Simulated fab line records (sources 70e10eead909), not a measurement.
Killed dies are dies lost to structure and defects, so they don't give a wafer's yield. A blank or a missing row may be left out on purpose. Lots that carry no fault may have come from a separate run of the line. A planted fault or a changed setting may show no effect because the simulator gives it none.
Which tool did it? / flow nand harc / 36 wafers from 12 lots sampled at 5 of the route's 1302 steps

== WHAT EACH GAUGE READ, for each wafer ==
NHARC_END_SORT_01. Usual: killed at array 52, standard deviation 18; killed at other 1.0, standard deviation 1.4; killed at periphery 3.1, standard deviation 2.3; killed dies 56, standard deviation 17; killed open 3.0, standard deviation 1.7; killed short 2.5, standard deviation 1.7.
lot=L629; measured=day 29 04:56; on=prober-02; killed at array=670 673 668; killed at other=6 3 5; killed at periphery=1 1 4; killed dies=677 677 677; killed open=3 2 3; killed short=0 4 5; flag=OFF
lot=L630; measured=day 29 12:46; on=prober-02; killed at array=672 674 675; killed at other=2 1 1; killed at periphery=3 2 1; killed dies=677 677 677; killed open=2 5 3; killed short=3 8 2; flag=OFF
lot=L631; measured=day 29 19:25; on=prober-01; killed at array=673 669 674; killed at other=0 0 0; killed at periphery=4 8 3; killed dies=677 677 677; killed open=5 3 5; killed short=3 4 3; flag=OFF

== WHAT TOOL EACH LOT RAN ON (gives the tool, then ch and the chambers of the sampled wafers, and finally the start) ==
lot=L619; NHARC_A_WL_FILL_STRIP_29=rie diel-08 ch 0,2,3, day 21 03:56; NHARC_A_WL_FILL_ALD_19=ald metal-01 ch 0,1,3, day 21 09:34; NHARC_A_WL_FILL_CVD_20=cvd w-01 ch 0,1, day 21 10:28 or earlier; NHARC_A_CONTACT_DEP_24=pecvd-04 ch 1,2, day 21 10:28
lot=L622; NHARC_A_WL_FILL_STRIP_29=rie diel-03 ch 1,2, day 22 16:56; NHARC_A_WL_FILL_ALD_19=ald metal-03 ch 0,2,3, day 22 22:32; NHARC_A_WL_FILL_CVD_20=cvd w-01 ch 0,1, day 22 23:31 or earlier; NHARC_A_CONTACT_DEP_24=pecvd-01 ch 0,1, day 22 23:31
lot=L629; NHARC_A_WL_FILL_STRIP_29=rie diel-03 ch 0,1,3, day 25 13:29; NHARC_A_WL_FILL_ALD_19=ald metal-03 ch 2,3, day 25 19:25; NHARC_A_WL_FILL_CVD_20=cvd w-02 ch 0,1, day 25 20:26 or earlier; NHARC_A_CONTACT_DEP_24=pecvd-01 ch 1,2, day 25 20:26
lot=L630; NHARC_A_WL_FILL_STRIP_29=rie diel-05 ch 0,3, day 25 18:28; NHARC_A_WL_FILL_ALD_19=ald metal-03 ch 0,1,3, day 26 00:02; NHARC_A_WL_FILL_CVD_20=cvd w-01 ch 0,1, day 26 00:58 or earlier; NHARC_A_CONTACT_DEP_24=pecvd-01 ch 1,2, day 26 00:58
lot=L632; NHARC_A_WL_FILL_STRIP_29=rie diel-03 ch 0,1,3, day 26 05:42; NHARC_A_WL_FILL_ALD_19=ald metal-03 ch 0,1,2, day 26 11:12; NHARC_A_WL_FILL_CVD_20=cvd w-01 ch 0,1, day 26 12:14 or earlier; NHARC_A_CONTACT_DEP_24=pecvd-04 ch 0,1,2, day 26 12:14
lot=L631; NHARC_A_WL_FILL_STRIP_29=rie diel-05 ch 0,1,3, day 26 05:42; NHARC_A_WL_FILL_ALD_19=ald metal-04 ch 0,1,3, day 26 11:11; NHARC_A_WL_FILL_CVD_20=cvd w-01 ch 0,1, day 26 12:06 or earlier; NHARC_A_CONTACT_DEP_24=pecvd-02 ch 1,2, day 26 12:06
lot=L635; NHARC_A_WL_FILL_STRIP_29=rie diel-05 ch 0,1,2, day 27 01:52; NHARC_A_WL_FILL_ALD_19=ald metal-01 ch 0,1,3, day 27 05:32; NHARC_A_WL_FILL_CVD_20=cvd w-02 ch 0,1, day 27 06:32 or earlier; NHARC_A_CONTACT_DEP_24=pecvd-01 ch 0,1,2, day 27 06:32
lot=L637; NHARC_A_WL_FILL_STRIP_29=rie diel-08 ch 1,2, day 28 08:12; NHARC_A_WL_FILL_ALD_19=ald metal-03 ch 0,1, day 28 13:46; NHARC_A_WL_FILL_CVD_20=cvd w-01 ch 0, day 28 14:42 or earlier; NHARC_A_CONTACT_DEP_24=pecvd-02 ch 0,2, day 28 14:42
lot=L638; NHARC_A_WL_FILL_STRIP_29=rie diel-03 ch 1,2,3, day 28 16:53; NHARC_A_WL_FILL_ALD_19=ald metal-01 ch 0,2, day 28 22:23; NHARC_A_WL_FILL_CVD_20=cvd w-02 ch 0,1, day 28 23:17 or earlier; NHARC_A_CONTACT_DEP_24=pecvd-01 ch 0,1, day 28 23:17
lot=L640; NHARC_A_WL_FILL_STRIP_29=rie diel-05 ch 1,2,3, day 29 10:41; NHARC_A_WL_FILL_ALD_19=ald metal-04 ch 0,1,2, day 29 16:11; NHARC_A_WL_FILL_CVD_20=cvd w-01 ch 0,1, day 29 17:04 or earlier; NHARC_A_CONTACT_DEP_24=pecvd-01 ch 0,1,2, day 29 17:04
lot=L639; NHARC_A_WL_FILL_STRIP_29=rie diel-03 ch 0,1,2, day 29 10:43; NHARC_A_WL_FILL_ALD_19=ald metal-03 ch 0,3, day 29 16:10; NHARC_A_WL_FILL_CVD_20=cvd w-02 ch 0,1, day 29 17:11 or earlier; NHARC_A_CONTACT_DEP_24=pecvd-02 ch 1,2, day 29 17:11
lot=L641; NHARC_A_WL_FILL_STRIP_29=rie diel-05 ch 0,2,3, day 30 04:54; NHARC_A_WL_FILL_ALD_19=ald metal-03 ch 0,2, day 30 10:28; NHARC_A_WL_FILL_CVD_20=cvd w-01 ch 0,1, day 30 11:25 or earlier; NHARC_A_CONTACT_DEP_24=pecvd-04 ch 0,1, day 30 11:25
- NHARC_A_WL_FILL_STRIP_29: strips in O2, time 20 s.
- NHARC_A_WL_FILL_ALD_19: deposits TiN, target thk 2 nm, pulse time 3 s, ald cycles 100.
- NHARC_A_WL_FILL_CVD_20: deposits W, target thk 100 nm, time 74 s.
- NHARC_A_CONTACT_DEP_24: deposits SiO2, target thk 500 nm.

== WHAT THE TOOLS THEMSELVES READ (means of the sampled wafers that have a number; where no wafer has one, the mark that the record gives instead) ==
NHARC_A_WL_FILL_STRIP_29. Usual: drypump motor current A 5.7 A, standard deviation 0.37; oes product au 1.003 a.u., standard deviation 0.014; rf vpp V 57.8 V, standard deviation 0.84; showerhead plenum p Torr 3.56 Torr, standard deviation 0.14; throttle valve pct 17.038 %, standard deviation 0.0085.
lot=L619; tool=rie diel-08; drypump motor current A (A)=5.5; oes product au (a.u.)=1.004; rf vpp V (V)=57.8; showerhead plenum p Torr (Torr)=3.54; throttle valve pct (%)=17.036; flag=
lot=L622; tool=rie diel-03; drypump motor current A (A)=5.1; oes product au (a.u.)=0.993; rf vpp V (V)=57.2; showerhead plenum p Torr (Torr)=3.63; throttle valve pct (%)=17.034; flag=
lot=L629; tool=rie diel-03; drypump motor current A (A)=5.7; oes product au (a.u.)=0.986; rf vpp V (V)=57.8; showerhead plenum p Torr (Torr)=3.60; throttle valve pct (%)=17.040; flag=
lot=L630; tool=rie diel-05; drypump motor current A (A)=5.8; oes product au (a.u.)=1.008; rf vpp V (V)=58.1; showerhead plenum p Torr (Torr)=3.50; throttle valve pct (%)=17.039; flag=
lot=L632; tool=rie diel-03; drypump motor current A (A)=5.7; oes product au (a.u.)=0.992; rf vpp V (V)=57.7; showerhead plenum p Torr (Torr)=3.59; throttle valve pct (%)=17.033; flag=
lot=L631; tool=rie diel-05; drypump motor current A (A)=5.9; oes product au (a.u.)=1.014; rf vpp V (V)=57.3; showerhead plenum p Torr (Torr)=3.55; throttle valve pct (%)=17.040; flag=
lot=L635; tool=rie diel-05; drypump motor current A (A)=5.9; oes product au (a.u.)=1.010; rf vpp V (V)=56.8; showerhead plenum p Torr (Torr)=3.45; throttle valve pct (%)=17.030; flag=
lot=L637; tool=rie diel-08; drypump motor current A (A)=5.6; oes product au (a.u.)=0.979; rf vpp V (V)=57.3; showerhead plenum p Torr (Torr)=3.66; throttle valve pct (%)=17.041; flag=
lot=L638; tool=rie diel-03; drypump motor current A (A)=5.4; oes product au (a.u.)=1.011; rf vpp V (V)=58.5; showerhead plenum p Torr (Torr)=3.53; throttle valve pct (%)=17.035; flag=
lot=L640; tool=rie diel-05; drypump motor current A (A)=6.0; oes product au (a.u.)=1.021; rf vpp V (V)=58.9; showerhead plenum p Torr (Torr)=3.59; throttle valve pct (%)=17.035; flag=
lot=L639; tool=rie diel-03; drypump motor current A (A)=5.5; oes product au (a.u.)=1.005; rf vpp V (V)=58.3; showerhead plenum p Torr (Torr)=3.58; throttle valve pct (%)=17.036; flag=
lot=L641; tool=rie diel-05; drypump motor current A (A)=5.9; oes product au (a.u.)=1.020; rf vpp V (V)=57.4; showerhead plenum p Torr (Torr)=3.54; throttle valve pct (%)=17.036; flag=

NHARC_A_WL_FILL_ALD_19. Usual: heater power w 1085 W, standard deviation 74; precursor pulse height rel 0.999, standard deviation 0.02.
lot=L619; tool=ald metal-01; heater power w (W)=1085; precursor pulse height rel=0.993; flag=
lot=L622; tool=ald metal-03; heater power w (W)=1147; precursor pulse height rel=1.010; flag=
lot=L629; tool=ald metal-03; heater power w (W)=1139; precursor pulse height rel=0.987; flag=
lot=L630; tool=ald metal-03; heater power w (W)=1129; precursor pulse height rel=1.015; flag=
lot=L632; tool=ald metal-03; heater power w (W)=1090; precursor pulse height rel=1.025; flag=
lot=L631; tool=ald metal-04; heater power w (W)=1060; precursor pulse height rel=1.013; flag=
lot=L635; tool=ald metal-01; heater power w (W)=1085; precursor pulse height rel=0.978; flag=
lot=L637; tool=ald metal-03; heater power w (W)=1069; precursor pulse height rel=1.005; flag=
lot=L638; tool=ald metal-01; heater power w (W)=1064; precursor pulse height rel=0.986; flag=
lot=L640; tool=ald metal-04; heater power w (W)=998; precursor pulse height rel=1.002; flag=
lot=L639; tool=ald metal-03; heater power w (W)=1201; precursor pulse height rel=1.008; flag=
lot=L641; tool=ald metal-03; heater power w (W)=1090; precursor pulse height rel=0.992; flag=

NHARC_A_WL_FILL_CVD_20. Usual: heater power w 857 W, standard deviation 61; throttle valve pct 8.14 %, standard deviation 0.22.
lot=L619; tool=cvd w-01; heater power w (W)=896; throttle valve pct (%)=8.40; flag=
lot=L622; tool=cvd w-01; heater power w (W)=885; throttle valve pct (%)=8.35; flag=
lot=L629; tool=cvd w-02; heater power w (W)=886; throttle valve pct (%)=8.13; flag=
lot=L630; tool=cvd w-01; heater power w (W)=855; throttle valve pct (%)=8.13; flag=
lot=L632; tool=cvd w-01; heater power w (W)=856; throttle valve pct (%)=8.28; flag=
lot=L631; tool=cvd w-01; heater power w (W)=862; throttle valve pct (%)=8.20; flag=
lot=L635; tool=cvd w-02; heater power w (W)=854; throttle valve pct (%)=7.95; flag=
lot=L637; tool=cvd w-01; heater power w (W)=874; throttle valve pct (%)=8.36; flag=
lot=L638; tool=cvd w-02; heater power w (W)=843; throttle valve pct (%)=7.84; flag=
lot=L640; tool=cvd w-01; heater power w (W)=875; throttle valve pct (%)=8.35; flag=
lot=L639; tool=cvd w-02; heater power w (W)=840; throttle valve pct (%)=7.96; flag=
lot=L641; tool=cvd w-01; heater power w (W)=862; throttle valve pct (%)=8.35; flag=

NHARC_A_CONTACT_DEP_24. Usual: chamber pressure Torr 6.499 Torr, standard deviation 0.015; flow sccm 2651 sccm, standard deviation 8.8; heater power w 544 W, standard deviation 120; mfc precursor sccm 161.4 sccm, standard deviation 0.46; rf fwd power W 898.8 W, standard deviation 3; throttle valve pct 16.0 %, standard deviation 0.41.
lot=L619; tool=pecvd-04; chamber pressure Torr (Torr)=6.489; flow sccm (sccm)=2651; heater power w (W)=384; mfc precursor sccm (sccm)=162.0; rf fwd power W (W)=901.2; throttle valve pct (%)=16.2; flag=
lot=L622; tool=pecvd-01; chamber pressure Torr (Torr)=6.494; flow sccm (sccm)=2653; heater power w (W)=560; mfc precursor sccm (sccm)=161.7; rf fwd power W (W)=899.3; throttle valve pct (%)=15.4; flag=
lot=L629; tool=pecvd-01; chamber pressure Torr (Torr)=-; flow sccm (sccm)=-; heater power w (W)=-; mfc precursor sccm (sccm)=-; rf fwd power W (W)=-; throttle valve pct (%)=-; flag=OFF
lot=L630; tool=pecvd-01; chamber pressure Torr (Torr)=-; flow sccm (sccm)=-; heater power w (W)=-; mfc precursor sccm (sccm)=-; rf fwd power W (W)=-; throttle valve pct (%)=-; flag=OFF
lot=L632; tool=pecvd-04; chamber pressure Torr (Torr)=6.492; flow sccm (sccm)=2639; heater power w (W)=483; mfc precursor sccm (sccm)=161.0; rf fwd power W (W)=896.1; throttle valve pct (%)=16.1; flag=
lot=L631; tool=pecvd-02; chamber pressure Torr (Torr)=-; flow sccm (sccm)=-; heater power w (W)=-; mfc precursor sccm (sccm)=-; rf fwd power W (W)=-; throttle valve pct (%)=-; flag=OFF
lot=L635; tool=pecvd-01; chamber pressure Torr (Torr)=6.496; flow sccm (sccm)=2650; heater power w (W)=563; mfc precursor sccm (sccm)=161.5; rf fwd power W (W)=901.6; throttle valve pct (%)=15.9; flag=
lot=L637; tool=pecvd-02; chamber pressure Torr (Torr)=6.507; flow sccm (sccm)=2662; heater power w (W)=631; mfc precursor sccm (sccm)=160.9; rf fwd power W (W)=898.7; throttle valve pct (%)=16.2; flag=
lot=L638; tool=pecvd-01; chamber pressure Torr (Torr)=6.499; flow sccm (sccm)=2640; heater power w (W)=513; mfc precursor sccm (sccm)=161.2; rf fwd power W (W)=901.2; throttle valve pct (%)=15.7; flag=
lot=L640; tool=pecvd-01; chamber pressure Torr (Torr)=6.497; flow sccm (sccm)=2641; heater power w (W)=478; mfc precursor sccm (sccm)=161.3; rf fwd power W (W)=897.6; throttle valve pct (%)=15.8; flag=
lot=L639; tool=pecvd-02; chamber pressure Torr (Torr)=6.500; flow sccm (sccm)=2645; heater power w (W)=775; mfc precursor sccm (sccm)=161.8; rf fwd power W (W)=895.4; throttle valve pct (%)=16.3; flag=
lot=L641; tool=pecvd-04; chamber pressure Torr (Torr)=6.514; flow sccm (sccm)=2645; heater power w (W)=495; mfc precursor sccm (sccm)=161.4; rf fwd power W (W)=897.8; throttle valve pct (%)=16.1; flag=

== THE ANSWER, worked out from the rows above alone ==
Rule: a lot is off if the mean of its wafers that have a number lies more than 3 standard deviations from the usual mean. A lot without any number at a reading at which 4 lots or more have one is off too. Where the step has rows for the other lots, those lots are counted as sound. Order of review: gauges by route order, followed by the tools' own readings, for which a lot's mean as printed above is used. The first step at which some lot is off is used, and at that step the reading that is off furthest; a lot without a number counts as furthest.
Off: L629, L630, L631 (NHARC_END_SORT_01, killed dies). Neither off nor sound, because the step has no rows for them: L619, L622, L632, L635, L637, L638, L640, L639, L641.
A tool fits if, at a process step before that reading, it ran every lot that is off, and no sound lot after the first of them. The gauges at NHARC_END_SORT_01 aren't tried: what is off there is off at NHARC_A_CONTACT_DEP_24 too, on other tools, and a gauge's error can't cause that. NHARC_A_WL_FILL_CVD_20 gives no start for some lots, so the hours and the order of its lots are those of NHARC_A_CONTACT_DEP_24. Of those tried, none fits.

== WHAT THE SIMULATOR HAD PUT IN ==
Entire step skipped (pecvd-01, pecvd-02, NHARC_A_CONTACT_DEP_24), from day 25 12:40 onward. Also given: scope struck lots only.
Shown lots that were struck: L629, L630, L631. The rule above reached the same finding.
